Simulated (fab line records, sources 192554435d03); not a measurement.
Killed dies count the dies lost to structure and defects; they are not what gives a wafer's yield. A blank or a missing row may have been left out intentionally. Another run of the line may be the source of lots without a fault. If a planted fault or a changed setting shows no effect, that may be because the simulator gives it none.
Which of the tools did it? / flow n5-finfet / 8 lots with 23 wafers sampled at 8 steps, on a route of 1938 steps

## WHAT THE GAUGES SHOWED, per wafer
N5_FIN_SAQP_OCD_MEAS_76. Usual: trench-depth-nm at 119.0 nm, with a standard deviation of 1.5.
lot=L942; measured=day 3 03:15; on=ocd-02; trench-depth-nm (nm)=118.4 116.7 120.0; flag=
lot=L943; measured=day 3 08:05; on=ocd-02; trench-depth-nm (nm)=120.0 118.0 118.7; flag=
lot=L944; measured=day 3 14:00; on=ocd-02; trench-depth-nm (nm)=0 0.2 0; flag=OFF
lot=L945; measured=day 3 21:14; on=ocd-02; trench-depth-nm (nm)=0 0.5 0.4; flag=OFF
lot=L946; measured=day 4 02:06; on=ocd-01; trench-depth-nm (nm)=119.8 121.2 121.4; flag=
lot=L956; measured=day 6 15:28; on=ocd-01; trench-depth-nm (nm)=120.5 117.9 117.7; flag=
lot=L959; measured=day 7 08:17; on=ocd-01; trench-depth-nm (nm)=122.8 117.7 120.3; flag=
lot=L961; measured=day 7 21:37; on=ocd-02; trench-depth-nm (nm)=117.9 117.8; flag=

N5_BEOL_M4_RC_MEAS_101. Usual: DIBL_N 36.0 mV/V, standard deviation 2.5; DIBL_P 36.2 mV/V, standard deviation 3; IOFF_N 0.16 nA/um, standard deviation 0.044; IOFF_P 0.21 nA/um, standard deviation 0.049; ION_N 671 uA/um, standard deviation 15; ION_P 461 uA/um, standard deviation 8.7; SS_N 71.5 mV/dec, standard deviation 0.72; SS_P 73.4 mV/dec, standard deviation 0.9; VT_N 251 mV, standard deviation 4.4; VT_P -250 mV, standard deviation 4.
lot=L942; measured=day 9 23:35; on=prober-01; DIBL_N (mV/V)=37.4 38.0 38.5; DIBL_P (mV/V)=38.6 39.2 39.4; IOFF_N (nA/um)=0.19 0.19 0.20; IOFF_P (nA/um)=0.24 0.25 0.24; ION_N (uA/um)=694 670 678; ION_P (uA/um)=470 454 457; SS_N (mV/dec)=72.2 72.3 72.9; SS_P (mV/dec)=73.8 73.3 74.5; VT_N (mV)=249 250 249; VT_P (mV)=-247 -252 -251; flag=
lot=L943; measured=day 9 23:16; on=prober-02; DIBL_N (mV/V)=41.4 38.8 39.2; DIBL_P (mV/V)=41.8 39.1 39.7; IOFF_N (nA/um)=0.26 0.19 0.20; IOFF_P (nA/um)=0.29 0.24 0.24; ION_N (uA/um)=697 673 690; ION_P (uA/um)=466 457 468; SS_N (mV/dec)=72.5 73.0 72.9; SS_P (mV/dec)=75.0 74.2 75.1; VT_N (mV)=245 247 248; VT_P (mV)=-246 -249 -251; flag=
lot=L946; measured=day 10 06:41; on=prober-01; DIBL_N (mV/V)=34.1 36.0 37.1; DIBL_P (mV/V)=32.0 35.3 37.1; IOFF_N (nA/um)=0.11 0.13 0.15; IOFF_P (nA/um)=0.14 0.16 0.20; ION_N (uA/um)=661 658 654; ION_P (uA/um)=453 450 455; SS_N (mV/dec)=70.8 71.4 72.1; SS_P (mV/dec)=72.9 73.9 74.2; VT_N (mV)=259 255 251; VT_P (mV)=-259 -258 -254; flag=
lot=L956; measured=day 12 21:49; on=prober-01; DIBL_N (mV/V)=35.9 34.4 36.0; DIBL_P (mV/V)=37.7 35.8 37.3; IOFF_N (nA/um)=0.18 0.14 0.18; IOFF_P (nA/um)=0.26 0.22 0.24; ION_N (uA/um)=676 655 677; ION_P (uA/um)=469 460 469; SS_N (mV/dec)=71.0 70.9 72.3; SS_P (mV/dec)=73.7 73.8 73.8; VT_N (mV)=248 255 248; VT_P (mV)=-244 -248 -247; flag=
lot=L959; measured=day 13 21:25; on=prober-01; DIBL_N (mV/V)=36.4 39.7 34.3; DIBL_P (mV/V)=36.3 40.5 32.5; IOFF_N (nA/um)=0.17 0.26 0.13; IOFF_P (nA/um)=0.25 0.34 0.18; ION_N (uA/um)=678 698 672; ION_P (uA/um)=473 475 460; SS_N (mV/dec)=72.1 72.2 70.5; SS_P (mV/dec)=73.6 74.3 72.5; VT_N (mV)=251 242 251; VT_P (mV)=-248 -244 -249; flag=
lot=L961; measured=day 14 06:51; on=prober-02; DIBL_N (mV/V)=37.1 34.0; DIBL_P (mV/V)=38.2 34.5; IOFF_N (nA/um)=0.17 0.12; IOFF_P (nA/um)=0.21 0.16; ION_N (uA/um)=685 675; ION_P (uA/um)=470 460; SS_N (mV/dec)=71.1 70.8; SS_P (mV/dec)=74.5 73.5; VT_N (mV)=253 252; VT_P (mV)=-253 -258; flag=

## EACH LOT AND THE TOOL THAT RAN IT (in order: tool; ch and the chambers of the sampled wafers; start)
lot=L942; N5_FIN_SAQP_SPACER1_ETCHBACK_25=rie-diel-05 ch 1,2,3, day 3 00:57; N5_FIN_SAQP_ETCH_65=rie-si-01 ch 0,2, day 3 01:18; N5_FIN_SAQP_SPACER2_ETCHBACK_29=rie-diel-02 ch 0,2,3, day 3 02:30; N5_FIN_SAQP_HM_OPEN_33=rie-diel-01 ch 2,3, day 3 02:44; N5_FIN_SAQP_ETCH_34=rie-diel-01 ch 2,3, day 3 02:49; N5_FIN_SAQP_HM_CD_35=cd-sem-02, day 3 02:58
lot=L943; N5_FIN_SAQP_SPACER1_ETCHBACK_25=rie-diel-01 ch 2,3, day 3 05:46; N5_FIN_SAQP_ETCH_65=rie-si-06 ch 0,3, day 3 06:08; N5_FIN_SAQP_SPACER2_ETCHBACK_29=rie-diel-01 ch 1,2, day 3 07:19; N5_FIN_SAQP_HM_OPEN_33=rie-diel-01 ch 0,2, day 3 07:34; N5_FIN_SAQP_ETCH_34=rie-diel-01 ch 0,2, day 3 07:38; N5_FIN_SAQP_HM_CD_35=cd-sem-01, day 3 07:47
lot=L944; N5_FIN_SAQP_SPACER1_ETCHBACK_25=rie-diel-01 ch 0,2,3, day 3 11:33; N5_FIN_SAQP_ETCH_65=rie-si-01 ch 2,3, day 3 11:55; N5_FIN_SAQP_SPACER2_ETCHBACK_29=rie-diel-02 ch 0,3, day 3 13:15; N5_FIN_SAQP_HM_OPEN_33=rie-diel-01 ch 0,1, day 3 13:30; N5_FIN_SAQP_ETCH_34=rie-diel-01 ch 0,1, day 3 13:34; N5_FIN_SAQP_HM_CD_35=cd-sem-02, day 3 13:43
lot=L945; N5_FIN_SAQP_SPACER1_ETCHBACK_25=rie-diel-05 ch 0,1,3, day 3 18:56; N5_FIN_SAQP_ETCH_65=rie-si-06 ch 2,3, day 3 19:17; N5_FIN_SAQP_SPACER2_ETCHBACK_29=rie-diel-02 ch 2,3, day 3 20:29; N5_FIN_SAQP_HM_OPEN_33=rie-diel-02 ch 0,1,2, day 3 20:44; N5_FIN_SAQP_ETCH_34=rie-diel-02 ch 0,1,2, day 3 20:48; N5_FIN_SAQP_HM_CD_35=cd-sem-02, day 3 20:57
lot=L946; N5_FIN_SAQP_SPACER1_ETCHBACK_25=rie-diel-01 ch 0,1,2, day 3 23:44; N5_FIN_SAQP_ETCH_65=rie-si-05 ch 1,2,3, day 4 00:05; N5_FIN_SAQP_SPACER2_ETCHBACK_29=rie-diel-01 ch 0,1, day 4 01:21; N5_FIN_SAQP_HM_OPEN_33=rie-diel-01 ch 0,2, day 4 01:36; N5_FIN_SAQP_ETCH_34=rie-diel-01 ch 0,2, day 4 01:40; N5_FIN_SAQP_HM_CD_35=cd-sem-02, day 4 01:49
lot=L956; N5_FIN_SAQP_SPACER1_ETCHBACK_25=rie-diel-02 ch 0,1,2, day 6 13:03; N5_FIN_SAQP_ETCH_65=rie-si-05 ch 0,2,3, day 6 13:24; N5_FIN_SAQP_SPACER2_ETCHBACK_29=rie-diel-01 ch 0,1,2, day 6 14:43; N5_FIN_SAQP_HM_OPEN_33=rie-diel-01 ch 0,1,3, day 6 14:58; N5_FIN_SAQP_ETCH_34=rie-diel-01 ch 0,2,3, day 6 15:02; N5_FIN_SAQP_HM_CD_35=cd-sem-01, day 6 15:11
lot=L959; N5_FIN_SAQP_SPACER1_ETCHBACK_25=rie-diel-02 ch 0,1, day 7 05:58; N5_FIN_SAQP_ETCH_65=rie-si-05 ch 1,3, day 7 06:20; N5_FIN_SAQP_SPACER2_ETCHBACK_29=rie-diel-02 ch 0,1, day 7 07:31; N5_FIN_SAQP_HM_OPEN_33=rie-diel-01 ch 0,1, day 7 07:46; N5_FIN_SAQP_ETCH_34=rie-diel-01 ch 0,1, day 7 07:50; N5_FIN_SAQP_HM_CD_35=cd-sem-03, day 7 07:59
lot=L961; N5_FIN_SAQP_SPACER1_ETCHBACK_25=rie-diel-01 ch 0, day 7 18:22; N5_FIN_SAQP_ETCH_65=rie-si-06 ch 2, day 7 18:44; N5_FIN_SAQP_SPACER2_ETCHBACK_29=rie-diel-05 ch 0, day 7 20:49; N5_FIN_SAQP_HM_OPEN_33=rie-diel-02 ch 2,3, day 7 21:06; N5_FIN_SAQP_ETCH_34=rie-diel-02 ch 2,3, day 7 21:10; N5_FIN_SAQP_HM_CD_35=cd-sem-03, day 7 21:19
- N5_FIN_SAQP_SPACER1_ETCHBACK_25: etches SiO2 in CHF3/O2, target depth 24.4 nm, time 12.2 s.
- N5_FIN_SAQP_ETCH_65: etches SiO2 in CF4, target depth 4 nm, time 4.4 s.
- N5_FIN_SAQP_SPACER2_ETCHBACK_29: etches SiO2 in CHF3/O2, target depth 12.2 nm, time 6.1 s.
- N5_FIN_SAQP_HM_OPEN_33: chemistry CH3F/O2, target SiNx, target depth 49.4 nm, time 70.6 s.
- N5_FIN_SAQP_ETCH_34: etches SiO2 in C4F6/O2, target depth 45 nm, time 15 s.
- N5_FIN_SAQP_HM_CD_35: target cd 8 nm.

## WHAT THE TOOLS THEMSELVES READ (means of the sampled wafers that have a number; where no wafer has one, the mark that the record gives instead)
N5_FIN_SAQP_SPACER1_ETCHBACK_25. Usual: drypump-motor-current-A 5.8 A, standard deviation 0.47; oes-product-au 0.76 a.u., standard deviation 0.061; rf-vpp-V 524 V, standard deviation 19; showerhead-plenum-p-Torr 2.41 Torr, standard deviation 0.071; throttle-valve-pct 19.01 %, standard deviation 0.24.
lot=L942; tool=rie-diel-05; drypump-motor-current-A (A)=5.4; oes-product-au (a.u.)=0.73; rf-vpp-V (V)=534; showerhead-plenum-p-Torr (Torr)=2.47; throttle-valve-pct (%)=18.99; flag=
lot=L943; tool=rie-diel-01; drypump-motor-current-A (A)=5.7; oes-product-au (a.u.)=0.81; rf-vpp-V (V)=534; showerhead-plenum-p-Torr (Torr)=2.48; throttle-valve-pct (%)=19.10; flag=
lot=L944; tool=rie-diel-01; drypump-motor-current-A (A)=5.9; oes-product-au (a.u.)=0.77; rf-vpp-V (V)=517; showerhead-plenum-p-Torr (Torr)=2.41; throttle-valve-pct (%)=19.15; flag=
lot=L945; tool=rie-diel-05; drypump-motor-current-A (A)=5.6; oes-product-au (a.u.)=0.73; rf-vpp-V (V)=527; showerhead-plenum-p-Torr (Torr)=2.45; throttle-valve-pct (%)=19.03; flag=
lot=L946; tool=rie-diel-01; drypump-motor-current-A (A)=6.2; oes-product-au (a.u.)=0.74; rf-vpp-V (V)=526; showerhead-plenum-p-Torr (Torr)=2.44; throttle-valve-pct (%)=19.08; flag=
lot=L956; tool=rie-diel-02; drypump-motor-current-A (A)=5.6; oes-product-au (a.u.)=0.77; rf-vpp-V (V)=525; showerhead-plenum-p-Torr (Torr)=2.39; throttle-valve-pct (%)=18.95; flag=
lot=L959; tool=rie-diel-02; drypump-motor-current-A (A)=5.5; oes-product-au (a.u.)=0.74; rf-vpp-V (V)=511; showerhead-plenum-p-Torr (Torr)=2.37; throttle-valve-pct (%)=19.05; flag=
lot=L961; tool=rie-diel-01; drypump-motor-current-A (A)=6.2; oes-product-au (a.u.)=0.68; rf-vpp-V (V)=490; showerhead-plenum-p-Torr (Torr)=2.31; throttle-valve-pct (%)=19.43; flag=

N5_FIN_SAQP_ETCH_65. Usual: drypump-motor-current-A 5.5 A, standard deviation 0.55; oes-product-au 0.991 a.u., standard deviation 0.02; throttle-valve-pct 21.76 %, standard deviation 0.24.
lot=L942; tool=rie-si-01; drypump-motor-current-A (A)=5.3; oes-product-au (a.u.)=0.981; throttle-valve-pct (%)=21.76; flag=
lot=L943; tool=rie-si-06; drypump-motor-current-A (A)=5.5; oes-product-au (a.u.)=0.977; throttle-valve-pct (%)=21.60; flag=
lot=L944; tool=rie-si-01; drypump-motor-current-A (A)=5.3; oes-product-au (a.u.)=0.974; throttle-valve-pct (%)=21.85; flag=
lot=L945; tool=rie-si-06; drypump-motor-current-A (A)=5.0; oes-product-au (a.u.)=0.986; throttle-valve-pct (%)=21.62; flag=
lot=L946; tool=rie-si-05; drypump-motor-current-A (A)=5.5; oes-product-au (a.u.)=1.007; throttle-valve-pct (%)=21.80; flag=
lot=L956; tool=rie-si-05; drypump-motor-current-A (A)=5.4; oes-product-au (a.u.)=1.006; throttle-valve-pct (%)=21.86; flag=
lot=L959; tool=rie-si-05; drypump-motor-current-A (A)=5.5; oes-product-au (a.u.)=1.012; throttle-valve-pct (%)=21.71; flag=
lot=L961; tool=rie-si-06; drypump-motor-current-A (A)=5.0; oes-product-au (a.u.)=0.995; throttle-valve-pct (%)=21.71; flag=

N5_FIN_SAQP_SPACER2_ETCHBACK_29. Usual: drypump-motor-current-A 5.8 A, standard deviation 0.46; oes-product-au 0.75 a.u., standard deviation 0.059; rf-vpp-V 524 V, standard deviation 18; showerhead-plenum-p-Torr 2.41 Torr, standard deviation 0.07; throttle-valve-pct 19.02 %, standard deviation 0.23.
lot=L942; tool=rie-diel-02; drypump-motor-current-A (A)=5.6; oes-product-au (a.u.)=0.76; rf-vpp-V (V)=518; showerhead-plenum-p-Torr (Torr)=2.41; throttle-valve-pct (%)=19.12; flag=
lot=L943; tool=rie-diel-01; drypump-motor-current-A (A)=6.3; oes-product-au (a.u.)=0.75; rf-vpp-V (V)=545; showerhead-plenum-p-Torr (Torr)=2.49; throttle-valve-pct (%)=18.83; flag=
lot=L944; tool=rie-diel-02; drypump-motor-current-A (A)=5.5; oes-product-au (a.u.)=0.74; rf-vpp-V (V)=503; showerhead-plenum-p-Torr (Torr)=2.40; throttle-valve-pct (%)=19.19; flag=
lot=L945; tool=rie-diel-02; drypump-motor-current-A (A)=5.8; oes-product-au (a.u.)=0.78; rf-vpp-V (V)=533; showerhead-plenum-p-Torr (Torr)=2.43; throttle-valve-pct (%)=19.04; flag=
lot=L946; tool=rie-diel-01; drypump-motor-current-A (A)=6.3; oes-product-au (a.u.)=0.71; rf-vpp-V (V)=510; showerhead-plenum-p-Torr (Torr)=2.37; throttle-valve-pct (%)=19.14; flag=
lot=L956; tool=rie-diel-01; drypump-motor-current-A (A)=6.1; oes-product-au (a.u.)=0.73; rf-vpp-V (V)=527; showerhead-plenum-p-Torr (Torr)=2.43; throttle-valve-pct (%)=19.13; flag=
lot=L959; tool=rie-diel-02; drypump-motor-current-A (A)=5.7; oes-product-au (a.u.)=0.74; rf-vpp-V (V)=526; showerhead-plenum-p-Torr (Torr)=2.33; throttle-valve-pct (%)=18.90; flag=
lot=L961; tool=rie-diel-05; drypump-motor-current-A (A)=6.4; oes-product-au (a.u.)=0.74; rf-vpp-V (V)=506; showerhead-plenum-p-Torr (Torr)=2.33; throttle-valve-pct (%)=18.98; flag=

N5_FIN_SAQP_HM_OPEN_33. Usual: CH3F_flow_sccm 29.99 sccm, standard deviation 0.087; O2_flow_sccm 20.01 sccm, standard deviation 0.06; drypump-motor-current-A 5.9 A, standard deviation 0.46; etch-rf-on-time-s 70.0 s, standard deviation 1.7; oes-product-au 0.64 a.u., standard deviation 0.044; rf-vpp-V 298 V, standard deviation 11; showerhead-plenum-p-Torr 2.00 Torr, standard deviation 0.061; throttle-valve-pct 16.48 %, standard deviation 0.23.
lot=L942; tool=rie-diel-01; CH3F_flow_sccm (sccm)=30.05; O2_flow_sccm (sccm)=19.99; drypump-motor-current-A (A)=5.7; etch-rf-on-time-s (s)=69.7; oes-product-au (a.u.)=0.68; rf-vpp-V (V)=299; showerhead-plenum-p-Torr (Torr)=2.03; throttle-valve-pct (%)=16.38; flag=
lot=L943; tool=rie-diel-01; CH3F_flow_sccm (sccm)=29.94; O2_flow_sccm (sccm)=20.00; drypump-motor-current-A (A)=5.9; etch-rf-on-time-s (s)=68.8; oes-product-au (a.u.)=0.67; rf-vpp-V (V)=297; showerhead-plenum-p-Torr (Torr)=2.03; throttle-valve-pct (%)=16.67; flag=
lot=L944; tool=rie-diel-01; CH3F_flow_sccm (sccm)=-; O2_flow_sccm (sccm)=-; drypump-motor-current-A (A)=-; etch-rf-on-time-s (s)=-; oes-product-au (a.u.)=-; rf-vpp-V (V)=-; showerhead-plenum-p-Torr (Torr)=-; throttle-valve-pct (%)=-; flag=OFF
lot=L945; tool=rie-diel-02; CH3F_flow_sccm (sccm)=-; O2_flow_sccm (sccm)=-; drypump-motor-current-A (A)=-; etch-rf-on-time-s (s)=-; oes-product-au (a.u.)=-; rf-vpp-V (V)=-; showerhead-plenum-p-Torr (Torr)=-; throttle-valve-pct (%)=-; flag=OFF
lot=L946; tool=rie-diel-01; CH3F_flow_sccm (sccm)=30.04; O2_flow_sccm (sccm)=20.03; drypump-motor-current-A (A)=5.9; etch-rf-on-time-s (s)=69.7; oes-product-au (a.u.)=0.66; rf-vpp-V (V)=298; showerhead-plenum-p-Torr (Torr)=2.03; throttle-valve-pct (%)=16.68; flag=
lot=L956; tool=rie-diel-01; CH3F_flow_sccm (sccm)=29.91; O2_flow_sccm (sccm)=20.00; drypump-motor-current-A (A)=6.2; etch-rf-on-time-s (s)=69.9; oes-product-au (a.u.)=0.61; rf-vpp-V (V)=295; showerhead-plenum-p-Torr (Torr)=1.99; throttle-valve-pct (%)=16.47; flag=
lot=L959; tool=rie-diel-01; CH3F_flow_sccm (sccm)=30.02; O2_flow_sccm (sccm)=19.96; drypump-motor-current-A (A)=6.4; etch-rf-on-time-s (s)=70.1; oes-product-au (a.u.)=0.59; rf-vpp-V (V)=289; showerhead-plenum-p-Torr (Torr)=1.96; throttle-valve-pct (%)=16.64; flag=
lot=L961; tool=rie-diel-02; CH3F_flow_sccm (sccm)=29.99; O2_flow_sccm (sccm)=19.98; drypump-motor-current-A (A)=5.8; etch-rf-on-time-s (s)=69.5; oes-product-au (a.u.)=0.73; rf-vpp-V (V)=300; showerhead-plenum-p-Torr (Torr)=1.99; throttle-valve-pct (%)=16.34; flag=

N5_FIN_SAQP_ETCH_34. Usual: drypump-motor-current-A 5.9 A, standard deviation 0.45; etch-rf-on-time-s 15.0 s, standard deviation 0.31; oes-product-au 0.64 a.u., standard deviation 0.044; rf-vpp-V 667 V, standard deviation 25; showerhead-plenum-p-Torr 2.85 Torr, standard deviation 0.083; throttle-valve-pct 21.20 %, standard deviation 0.26.
lot=L942; tool=rie-diel-01; drypump-motor-current-A (A)=5.7; etch-rf-on-time-s (s)=14.8; oes-product-au (a.u.)=0.68; rf-vpp-V (V)=670; showerhead-plenum-p-Torr (Torr)=2.88; throttle-valve-pct (%)=21.11; flag=
lot=L943; tool=rie-diel-01; drypump-motor-current-A (A)=5.9; etch-rf-on-time-s (s)=14.9; oes-product-au (a.u.)=0.66; rf-vpp-V (V)=665; showerhead-plenum-p-Torr (Torr)=2.88; throttle-valve-pct (%)=21.39; flag=
lot=L944; tool=rie-diel-01; drypump-motor-current-A (A)=6.3; etch-rf-on-time-s (s)=37.5; oes-product-au (a.u.)=0.26; rf-vpp-V (V)=647; showerhead-plenum-p-Torr (Torr)=2.81; throttle-valve-pct (%)=20.99; flag=OFF
lot=L945; tool=rie-diel-02; drypump-motor-current-A (A)=5.6; etch-rf-on-time-s (s)=37.5; oes-product-au (a.u.)=0.30; rf-vpp-V (V)=670; showerhead-plenum-p-Torr (Torr)=2.83; throttle-valve-pct (%)=20.79; flag=OFF
lot=L946; tool=rie-diel-01; drypump-motor-current-A (A)=5.9; etch-rf-on-time-s (s)=15.0; oes-product-au (a.u.)=0.65; rf-vpp-V (V)=666; showerhead-plenum-p-Torr (Torr)=2.88; throttle-valve-pct (%)=21.40; flag=
lot=L956; tool=rie-diel-01; drypump-motor-current-A (A)=5.9; etch-rf-on-time-s (s)=14.9; oes-product-au (a.u.)=0.64; rf-vpp-V (V)=656; showerhead-plenum-p-Torr (Torr)=2.83; throttle-valve-pct (%)=21.33; flag=
lot=L959; tool=rie-diel-01; drypump-motor-current-A (A)=6.4; etch-rf-on-time-s (s)=15.0; oes-product-au (a.u.)=0.59; rf-vpp-V (V)=646; showerhead-plenum-p-Torr (Torr)=2.79; throttle-valve-pct (%)=21.35; flag=
lot=L961; tool=rie-diel-02; drypump-motor-current-A (A)=5.8; etch-rf-on-time-s (s)=15.1; oes-product-au (a.u.)=0.73; rf-vpp-V (V)=673; showerhead-plenum-p-Torr (Torr)=2.83; throttle-valve-pct (%)=21.12; flag=

N5_FIN_SAQP_HM_CD_35. Usual: cd-nm at 8.08 nm, with a standard deviation of 0.27.
lot=L942; tool=cd-sem-02; cd-nm (nm)=8.06; flag=
lot=L943; tool=cd-sem-01; cd-nm (nm)=8.09; flag=
lot=L944; tool=cd-sem-02; cd-nm (nm)=-; flag=OFF
lot=L945; tool=cd-sem-02; cd-nm (nm)=-; flag=OFF
lot=L946; tool=cd-sem-02; cd-nm (nm)=8.12; flag=
lot=L956; tool=cd-sem-01; cd-nm (nm)=8.12; flag=
lot=L959; tool=cd-sem-03; cd-nm (nm)=8.13; flag=
lot=L961; tool=cd-sem-03; cd-nm (nm)=8.30; flag=

## THE ANSWER, worked out from the rows above alone
Rule: take the mean of a lot's wafers that have a number; if it is more than 3 standard deviations from the usual mean, the lot is off. Also off: a lot with no number at a reading for which 4 or more lots have one. Any other lot the step has rows for is counted as sound. After the gauges, taken in route order, come the tools' own readings; for these a lot's mean is taken, as printed above. The first step at which some lot is off is used, and at that step the reading that is off furthest; a lot without a number counts as furthest.
Off, at N5_FIN_SAQP_OCD_MEAS_76 on trench-depth-nm: L944, L945.
A tool fits if, at a process step before that reading, it ran every lot that is off, and no sound lot after the first of them. The gauges at N5_FIN_SAQP_OCD_MEAS_76 aren't tried: what is off there is off at N5_FIN_SAQP_HM_OPEN_33 too, on other tools, and a gauge's error can't cause that. Of those tried, none fits.

## WHAT THE SIMULATOR PUT IN
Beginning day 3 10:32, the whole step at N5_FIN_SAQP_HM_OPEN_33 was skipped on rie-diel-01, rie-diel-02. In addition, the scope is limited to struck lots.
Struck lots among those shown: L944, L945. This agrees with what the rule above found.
